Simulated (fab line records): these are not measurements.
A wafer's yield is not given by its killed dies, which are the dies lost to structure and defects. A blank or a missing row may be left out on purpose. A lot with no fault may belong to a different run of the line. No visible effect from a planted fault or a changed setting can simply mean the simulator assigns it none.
Which of the tools did it? -- flow nandHarc -- 42 wafers from 14 lots sampled at 5 of the route's 1302 steps

WHAT THE GAUGES SHOWED, per wafer
NHARC_THIN_TSV_CD_MEAS_33: target cd 5000 nm.
lot,measured,on,cdNm (nm)
L774,day 25 03:28,cdSem-03,5001.7 5001.4 5000.5
L771,day 25 02:49,cdSem-03,5004.1 5000.8 5001.5
L772,day 25 06:39,cdSem-03,5002.8 4999.1 5000.2
L777,day 26 16:32,cdSem-01,5000.2 5001.5 5004.2
L781,day 28 13:02,cdSem-01,4999.3 4999.0 4999.5
L782,day 28 17:46,cdSem-01,5000.0 5001.7 4999.4
L785,day 30 00:52,cdSem-01,4999.5 5003.7 5002.0
L787,day 31 12:00,cdSem-01,5001.5 4999.3 4998.0
L788,day 31 20:50,cdSem-03,5000.7 4997.7 5000.4
L790,day 31 23:56,cdSem-02,5002.7 5002.4 4998.4
L791,day 32 22:31,cdSem-02,5001.1 5000.2 5003.4
L792,day 33 04:45,cdSem-02,5000.2 4997.7 5000.5
L794,day 33 17:01,cdSem-02,4998.7 4997.0 4999.2
L793,day 34 04:46,cdSem-03,5003.6 5002.5 5000.8

NHARC_END_SORT_01.
lot,measured,on,defectLimitedYield (%),killedAtArray,killedAtOther,killedAtPeriphery,killedDies,killedOpen,killedShort
L781,day 28 21:55,prober-01,61.0 63.2 62.2,263 247 253,0 1 2,1 1 1,264 249 256,0 0 1,2 2 2
L782,day 29 04:56,prober-01,67.4 64.4 66.0,220 240 226,0 1 1,1 0 3,221 241 230,3 4 9,0 4 3

WHICH TOOL RAN EACH LOT (tool, then ch and the chambers of the sampled wafers, then the start)
lot,NHARC_A_M1_ECD_22,NHARC_THIN_TSV_STRIP_45,NHARC_THIN_TSV_STRIP_62
L774,"ecdCu-02 ch 0,1, day 23 20:30","plasmaAsher-01 ch 0,1, day 24 22:43","plasmaAsher-01 ch 0,1, day 25 00:12"
L771,"ecdCu-01 ch 0, day 23 22:58","plasmaAsher-01 ch 0,1, day 24 21:14","plasmaAsher-02 ch 0,1, day 24 22:49"
L772,"ecdCu-02 ch 0,1, day 24 06:27","plasmaAsher-02 ch 0,1, day 25 01:46","plasmaAsher-01 ch 0,1, day 25 03:23"
L777,"ecdCu-02 ch 0,1, day 25 16:47","plasmaAsher-01 ch 0,1, day 26 11:52","plasmaAsher-02 ch 0,1, day 26 13:24"
L781,"ecdCu-01 ch 0,1, day 27 11:52","plasmaAsher-02 ch 1, day 28 08:17","plasmaAsher-02 ch 1, day 28 09:51"
L782,"ecdCu-01 ch 0,1, day 27 17:47","plasmaAsher-02 ch 0,1, day 28 13:00","plasmaAsher-02 ch 0,1, day 28 14:35"
L785,"ecdCu-02 ch 0,1, day 29 01:11","plasmaAsher-01 ch 0,1, day 29 20:01","plasmaAsher-02 ch 0,1, day 29 21:37"
L787,"ecdCu-02 ch 0,1, day 30 12:08","plasmaAsher-02 ch 0,1, day 31 07:10","plasmaAsher-02 ch 0, day 31 08:42"
L788,"ecdCu-01 ch 0,1, day 30 21:18","plasmaAsher-02 ch 0,1, day 31 15:59","plasmaAsher-01 ch 0,1, day 31 17:33"
L790,"ecdCu-02 ch 0,1, day 30 23:56","plasmaAsher-01 ch 0,1, day 31 19:04","plasmaAsher-02 ch 0,1, day 31 20:38"
L791,"ecdCu-02 ch 0,1, day 31 04:22","plasmaAsher-01 ch 0,1, day 32 17:28","plasmaAsher-02 ch 0,1, day 32 19:13"
L792,"ecdCu-02 ch 0,1, day 32 04:52","plasmaAsher-01 ch 0,1, day 33 00:07","plasmaAsher-01 ch 0,1, day 33 01:37"
L794,"ecdCu-01 ch 0,1, day 32 16:41","plasmaAsher-02 ch 0,1, day 33 12:01","plasmaAsher-01 ch 0,1, day 33 13:37"
L793,"ecdCu-01 ch 0,1, day 33 04:38","plasmaAsher-02 ch 0,1, day 33 23:54","plasmaAsher-02 ch 0,1, day 34 01:28"
- NHARC_A_M1_ECD_22: material Cu, target thk 400 nm.
- NHARC_THIN_TSV_STRIP_45: strips in O2.
- NHARC_THIN_TSV_STRIP_62: strips in N2/H2, time 20 s.

AS READ BY THE TOOLS THEMSELVES (means over the sampled wafers that have a number; for cases with no such wafer, the mark the record gives instead)
NHARC_THIN_TSV_STRIP_45.
lot,tool,drypumpMotorCurrentA (A),heaterPowerW (W)
L774,plasmaAsher-01,6.00,325
L771,plasmaAsher-01,6.04,300
L772,plasmaAsher-02,5.71,316
L777,plasmaAsher-01,6.00,324
L781,plasmaAsher-02,5.80,325
L782,plasmaAsher-02,5.58,322
L785,plasmaAsher-01,6.00,326
L787,plasmaAsher-02,5.57,319
L788,plasmaAsher-02,5.70,330
L790,plasmaAsher-01,6.06,308
L791,plasmaAsher-01,6.05,310
L792,plasmaAsher-01,6.06,307
L794,plasmaAsher-02,5.57,322
L793,plasmaAsher-02,5.56,335

NHARC_THIN_TSV_STRIP_62.
lot,tool,drypumpMotorCurrentA (A),heaterPowerW (W)
L774,plasmaAsher-01,6.05,296
L771,plasmaAsher-02,5.71,326
L772,plasmaAsher-01,6.00,324
L777,plasmaAsher-02,5.71,320
L781,plasmaAsher-02,5.83,327
L782,plasmaAsher-02,5.69,318
L785,plasmaAsher-02,5.71,323
L787,plasmaAsher-02,5.46,319
L788,plasmaAsher-01,6.03,343
L790,plasmaAsher-02,5.58,319
L791,plasmaAsher-02,5.70,324
L792,plasmaAsher-01,6.06,309
L794,plasmaAsher-01,6.01,340
L793,plasmaAsher-02,5.70,334

THE ANSWER, worked out from the rows above alone
Rule: usual is defined by the lots themselves. Put in order of their means at a reading, lots are off if they are a third of the lots or fewer, leave a main group of 4 or more, and stand apart from it by a gap of 3 or more times the standard deviation of the main group's means; of several such gaps the widest counts. A main group whose means are all the same, to the digits that the tables above print for the reading, isn't used. A lot without any number at a reading at which 4 lots or more have one is off too. The other lots that the step has rows for count as sound. The gauges are gone through in route order, then the tools' own readings, and for those a lot's mean is taken as printed above. At the first step where some lot is off, the reading lying furthest off is the one used; lots without a number count as furthest.
No lot is off on any of the readings shown, so nothing can be concluded from this.

WHAT THE SIMULATOR HAD PUT IN
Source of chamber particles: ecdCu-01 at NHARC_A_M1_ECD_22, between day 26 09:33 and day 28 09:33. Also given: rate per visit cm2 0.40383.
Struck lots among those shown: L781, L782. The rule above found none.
